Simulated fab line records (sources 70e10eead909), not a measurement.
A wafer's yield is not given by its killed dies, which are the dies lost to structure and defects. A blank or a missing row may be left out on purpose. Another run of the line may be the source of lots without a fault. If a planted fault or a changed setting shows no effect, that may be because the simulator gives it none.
Chamber matching	flow nand_harc	NHARC_A_STAIRCASE_ETCH_271 on rie_diel-10 has 4 sister chambers
The step etches the open film in CF4/CHF3. 8 wafers are shown with their chamber, then 7 later ones without.

== EACH WAFER AND ITS CHAMBER ==
wafer	chamber	drypump_motor_current_A (A)	throttle_valve_pct (%)
L076.6	0	6.3	16.790
L083.3	0	6.3	16.800
L083.4	2	5.5	16.802
L085.2	2	5.5	16.812
L085.3	3	6.1	16.789
L085.5	1	6.1	16.810
L089.2	3	6.2	16.800
L089.3	1	6.1	16.806

== WAFERS WITHOUT THEIR CHAMBER ==
wafer	drypump_motor_current_A (A)	throttle_valve_pct (%)
L089.4	6.3	16.801
L093.1	6.1	16.813
L093.5	6.1	16.813
L093.6	5.5	16.790
L094.1	6.1	16.789
L094.3	6.3	16.799
L094.6	5.5	16.788

== WHICH CHAMBER EACH ONE RAN IN ==
wafer	from the rows above	in truth
L089.4	0	0
L093.1	1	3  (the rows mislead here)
L093.5	1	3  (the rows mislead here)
L093.6	2	2
L094.1	can't be placed: 3 or 1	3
L094.3	0	0
L094.6	2	2
Placed correctly: 4 of 7. Not placeable from these rows: 1 (in 1, the candidates include the true chamber). Wrongly placed: 2.
How it was worked out, from the rows above alone: a wafer's distance from a chamber is the root of the sum, over the readings, of the square of ((its reading less the chamber's mean) divided by the reading's scatter). The wafer belongs to the nearest chamber; if the next one is less than 2 further off, it can't be placed. The mean given for a chamber averages the wafers shown for that chamber. The scatter is the square root of a quotient: the sum, over the shown wafers, of each reading's squared deviation from its chamber's mean, divided by wafers minus chambers.
